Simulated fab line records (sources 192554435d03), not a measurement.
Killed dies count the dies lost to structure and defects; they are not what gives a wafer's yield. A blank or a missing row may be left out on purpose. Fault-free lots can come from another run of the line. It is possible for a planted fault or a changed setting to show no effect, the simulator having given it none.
Matching of chambers    flow n5 finfet    4 sister chambers for N5_HKMG_FIN_PWFM_ALD_03 on ald metal-01
The step deposits TiN, target thk 2 nm, pulse time 1 s, purge time 3 s. 7 wafers are shown with their chamber, then 10 later ones without.

== WAFERS, EACH WITH ITS CHAMBER ==
wafer   chamber  heater power w (W)  precursor pulse height rel
L080.2  0        812                 0.987
L082.2  2        1073                1.003
L082.6  2        1125                1.024
L084.1  3        922                 1.010
L084.6  3        920                 1.022
L085.3  1        955                 0.958
L085.4  1        943                 1.018

== WAFERS MISSING THEIR CHAMBER ==
wafer   heater power w (W)  precursor pulse height rel
L085.5  925                 0.994
L088.1  1078                1.005
L088.3  933                 0.974
L088.4  919                 0.992
L094.2  810                 0.975
L094.4  807                 0.987
L094.6  963                 0.995
L096.2  957                 0.988
L096.4  934                 0.974
L096.6  959                 0.989

== CHAMBER TAKEN BY EACH ==
wafer   from the rows above      in truth
L085.5  can't be placed: 3 or 1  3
L088.1  2                        2
L088.3  can't be placed: 1 or 3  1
L088.4  can't be placed: 3 or 1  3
L094.2  0                        0
L094.4  0                        0
L094.6  can't be placed: 1 or 3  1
L096.2  can't be placed: 1 or 3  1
L096.4  can't be placed: 1 or 3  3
L096.6  can't be placed: 1 or 3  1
3 of 10 placed correctly. From these rows, 7 cannot be placed; in 7 the true chamber is one of the candidates. Wrongly placed: 0.
How it was worked out, from the rows above alone: a wafer's distance from a chamber is the root of the sum, over the readings, of the square of ((its reading less the chamber's mean) divided by the reading's scatter). If the next closest chamber is less than 2 further off than the closest, the wafer can't be placed; otherwise it belongs to the closest. For every chamber, the mean is computed from those of its wafers that are shown. The scatter: the root of (the sum of the squares of (reading less its chamber's mean) over the shown wafers, divided by (wafers less chambers)).
